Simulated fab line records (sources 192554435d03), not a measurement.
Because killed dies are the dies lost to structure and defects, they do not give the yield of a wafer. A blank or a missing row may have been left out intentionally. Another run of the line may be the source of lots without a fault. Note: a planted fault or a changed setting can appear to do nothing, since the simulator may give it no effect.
Which tool did it?	flow n5 finfet	30 wafers from 10 lots sampled at 5 of the route's 1938 steps

== WHAT EACH GAUGE READ, for each wafer ==
The record lacks any reading of a measuring or inspecting step that a usual standard deviation could be used to judge.

== WHICH TOOL RAN EACH LOT (tool, then ch and the chambers of the sampled wafers, then the start) ==
lot	N5_BEOL_M3_SPUTTER_48	N5_PASSIVATION_ETCH_15	N5_PASSIVATION_AL_DEP_21	N5_PASSIVATION_ETCH_54	N5_PASSIVATION_PROBE_49
L285	pvd sputter-03, day 8 20:30	rie diel-06 ch 2,3, day 14 19:08 or earlier	pvd sputter-03, day 14 19:08	rie diel-04 ch 2,3, day 14 22:17	-
L286	pvd sputter-02, day 8 23:54	rie diel-03 ch 0,1, day 14 17:55 or earlier	pvd sputter-02, day 14 17:55	rie diel-04 ch 2,3, day 14 20:43	prober-01, day 14 23:30
L287	pvd sputter-01, day 9 16:22	rie diel-06 ch 0,3, day 15 07:37 or earlier	pvd sputter-03, day 15 07:37	rie diel-04 ch 0,3, day 15 11:25	-
L291	pvd sputter-01, day 10 09:11	rie diel-06 ch 1,2,3, day 15 21:44 or earlier	pvd sputter-01, day 15 21:44	rie diel-01 ch 1,2,3, day 16 00:38	prober-02, day 16 03:28
L292	pvd sputter-01, day 10 11:19	rie diel-02 ch 2,3, day 16 04:01 or earlier	pvd sputter-03, day 16 04:01	rie diel-01 ch 1,3, day 16 06:44	-
L290	pvd sputter-03, day 10 11:44	rie diel-03 ch 0,1,3, day 16 22:01 or earlier	pvd sputter-02, day 16 22:01	rie diel-04 ch 0,2,3, day 17 00:46	prober-01, day 17 03:36
L289	pvd sputter-03, day 10 16:00	rie diel-06 ch 0,2,3, day 17 01:38 or earlier	pvd sputter-03, day 17 01:38	rie diel-04 ch 0,1, day 17 04:22	prober-02, day 17 07:12
L297	pvd sputter-01, day 11 15:28	rie diel-06 ch 1,3, day 17 15:39 or earlier	pvd sputter-03, day 17 15:39	rie diel-04 ch 1,2, day 17 18:28	prober-01, day 17 21:20
L298	pvd sputter-01, day 12 13:56	rie diel-02 ch 0,2, day 18 17:59 or earlier	pvd sputter-01, day 18 17:59	rie diel-04 ch 0,1,3, day 18 21:16	prober-02, day 19 00:05
L306	pvd sputter-01, day 15 03:15	rie diel-02 ch 0,1,3, day 21 23:17 or earlier	pvd sputter-02, day 21 23:17	rie diel-04 ch 0,1,3, day 22 01:51	-
- N5_BEOL_M3_SPUTTER_48: material Cu, target thk 4.5 nm, time 8.29 s.
- N5_PASSIVATION_ETCH_15: etches SiCN in CF4/N2, target depth 75 nm, time 81.2 s.
- N5_PASSIVATION_AL_DEP_21: deposits Al, target thk 2800 nm, time 170 s.
- N5_PASSIVATION_ETCH_54: etches SiO2 in CHF3/O2, target depth 880 nm, time 440 s.
- N5_PASSIVATION_PROBE_49

== WHAT THE TOOLS THEMSELVES READ (means of the sampled wafers that have a number; where no wafer has one, the mark that the record gives instead) ==
N5_BEOL_M3_SPUTTER_48. Usual: throttle valve pct at 30.4 %, with a standard deviation of 0.68.
lot	tool	throttle valve pct (%)	flag
L285	pvd sputter-03	30.9	
L286	pvd sputter-02	30.4	
L287	pvd sputter-01	30.5	
L291	pvd sputter-01	30.6	
L292	pvd sputter-01	30.3	
L290	pvd sputter-03	30.0	
L289	pvd sputter-03	30.1	
L297	pvd sputter-01	30.8	
L298	pvd sputter-01	30.4	
L306	pvd sputter-01	30.9	

N5_PASSIVATION_ETCH_15. Usual: drypump motor current A 5.7 A, standard deviation 0.37; oes product au 0.82 a.u., standard deviation 0.081; rf vpp V 382.3 V, standard deviation 2.1; showerhead plenum p Torr 2.20 Torr, standard deviation 0.082; throttle valve pct 15.34 %, standard deviation 0.17.
lot	tool	drypump motor current A (A)	oes product au (a.u.)	rf vpp V (V)	showerhead plenum p Torr (Torr)	throttle valve pct (%)	flag
L285	rie diel-06	5.3	0.83	382.5	2.18	15.31	
L286	rie diel-03	5.9	0.92	383.4	2.22	15.33	
L287	rie diel-06	5.7	0.80	381.9	2.16	15.35	
L291	rie diel-06	5.3	0.87	382.8	2.21	15.19	
L292	rie diel-02	5.8	0.72	381.5	2.17	15.48	
L290	rie diel-03	5.7	0.86	384.2	2.25	15.34	
L289	rie diel-06	5.6	0.79	383.2	2.19	15.29	
L297	rie diel-06	5.5	0.91	383.1	2.20	15.14	
L298	rie diel-02	5.7	0.77	378.8	2.06	15.52	
L306	rie diel-02	5.7	0.82	381.2	2.17	15.32	

N5_PASSIVATION_AL_DEP_21. Usual: cathode dc power W 30000 W, standard deviation 5.6; throttle valve pct 30.3 %, standard deviation 0.7.
lot	tool	cathode dc power W (W)	throttle valve pct (%)	flag
L285	pvd sputter-03	30001	31.4	
L286	pvd sputter-02	29995	30.3	
L287	pvd sputter-03	30003	29.9	
L291	pvd sputter-01	29999	30.6	
L292	pvd sputter-03	29999	30.5	
L290	pvd sputter-02	29998	30.2	
L289	pvd sputter-03	30000	30.8	
L297	pvd sputter-03	30004	30.2	
L298	pvd sputter-01	30002	30.2	
L306	pvd sputter-02	30001	30.2	

N5_PASSIVATION_ETCH_54. Usual: value, then standard deviation, for each; drypump motor current A 5.6 A / 0.56; oes_ar_750_au 0.80 a.u. / 0.083; oes_f_703_au 0.80 a.u. / 0.092; oes product au 0.80 a.u. / 0.082; rf vpp V 526 V / 17; showerhead plenum p Torr 2.41 Torr / 0.07; throttle valve pct 18.61 % / 0.19.
lot	tool	drypump motor current A (A)	oes_ar_750_au (a.u.)	oes_f_703_au (a.u.)	oes product au (a.u.)	rf vpp V (V)	showerhead plenum p Torr (Torr)	throttle valve pct (%)	flag
L285	rie diel-04	6.0	0.86	0.87	0.87	512	2.43	18.36	
L286	rie diel-04	6.0	0.87	0.88	0.86	512	2.43	18.38	
L287	rie diel-04	6.2	0.92	0.93	0.91	508	2.43	18.39	
L291	rie diel-01	5.3	0.79	0.80	0.78	523	2.46	18.63	
L292	rie diel-01	5.4	0.76	0.77	0.74	514	2.37	18.63	
L290	rie diel-04	5.7	0.82	0.81	0.82	522	2.40	18.48	
L289	rie diel-04	6.2	0.81	0.80	0.81	540	2.42	18.86	
L297	rie diel-04	5.4	0.71	0.69	0.72	542	2.41	18.70	
L298	rie diel-04	6.2	0.83	0.82	0.83	523	2.41	18.65	
L306	rie diel-04	6.2	0.79	0.80	0.80	523	2.40	18.70	

N5_PASSIVATION_PROBE_49. Usual: defect limited yield 91.4 %, standard deviation 1.4; killed_at_M0_to_M3 34, standard deviation 9.1; killed_at_M4_up 14, standard deviation 5.2; killed at contacts 12, standard deviation 6.4; killed at front end 38, standard deviation 11; killed at other 3.7, standard deviation 2.8; killed dies 102, standard deviation 17; killed open 68, standard deviation 13; killed short 32, standard deviation 7.8; sort_bin_4_leakage 0.05 %, standard deviation 0.3; sort_bin_5_function 5.1 %, standard deviation 1; sort_bin_6_memory 3.2 %, standard deviation 0.66; sort n pass 1076, standard deviation 19; sort yield pct 91.2 %, standard deviation 1.6.
lot	tool	defect limited yield (%)	killed_at_M0_to_M3	killed_at_M4_up	killed at contacts	killed at front end	killed at other	killed dies	killed open	killed short	sort_bin_4_leakage (%)	sort_bin_5_function (%)	sort_bin_6_memory (%)	sort n pass	sort yield pct (%)	flag
L286	prober-01	90.4	40	17	10	43	3.3	114	76	37	0.00	5.3	4.0	1066	90.4	
L291	prober-02	90.2	39	12	18	43	4.7	116	82	34	0.00	5.8	3.5	1064	90.2	
L290	prober-01	90.2	38	15	11	49	3.7	116	74	41	0.00	6.1	3.4	1064	90.2	
L289	prober-02	90.5	23	19	20	48	2.0	112	80	32	0.00	5.8	3.3	1068	90.5	
L297	prober-01	85.6	111	17	6	34	1.7	170	66	26	0.00	8.7	4.5	1010	85.6	OFF
L298	prober-02	86.5	106	11	7	30	6.0	160	58	32	0.00	8.2	3.9	1020	86.5	OFF

== THE ANSWER, worked out from the rows above alone ==
Rule: a lot counts as off when the mean over its wafers that have a number is more than 3 standard deviations away from the usual mean. Also off: a lot with no number at a reading for which 4 or more lots have one. Where the step has rows for the other lots, those lots are counted as sound. First the gauges in route order, then the tools' own readings, where a lot's mean is used as printed above. The first step at which some lot is off is used, and at that step the reading that is off furthest; a lot without a number counts as furthest.
Off at N5_PASSIVATION_PROBE_49 (killed_at_M0_to_M3): L297, L298. Neither off nor sound, because the step has no rows for them: L285, L287, L292, L306.
A tool fits if, at that step or a process step before it, it ran every lot that is off, and no sound lot after the first of them. With no start given for some of its lots, N5_PASSIVATION_ETCH_15 uses the hours and lot order of N5_PASSIVATION_AL_DEP_21. Undecided on this evidence; 2 tools fit (pvd sputter-01 at N5_BEOL_M3_SPUTTER_48, rie diel-04 at N5_PASSIVATION_ETCH_54).

== WHAT THE SIMULATOR HAD INSERTED ==
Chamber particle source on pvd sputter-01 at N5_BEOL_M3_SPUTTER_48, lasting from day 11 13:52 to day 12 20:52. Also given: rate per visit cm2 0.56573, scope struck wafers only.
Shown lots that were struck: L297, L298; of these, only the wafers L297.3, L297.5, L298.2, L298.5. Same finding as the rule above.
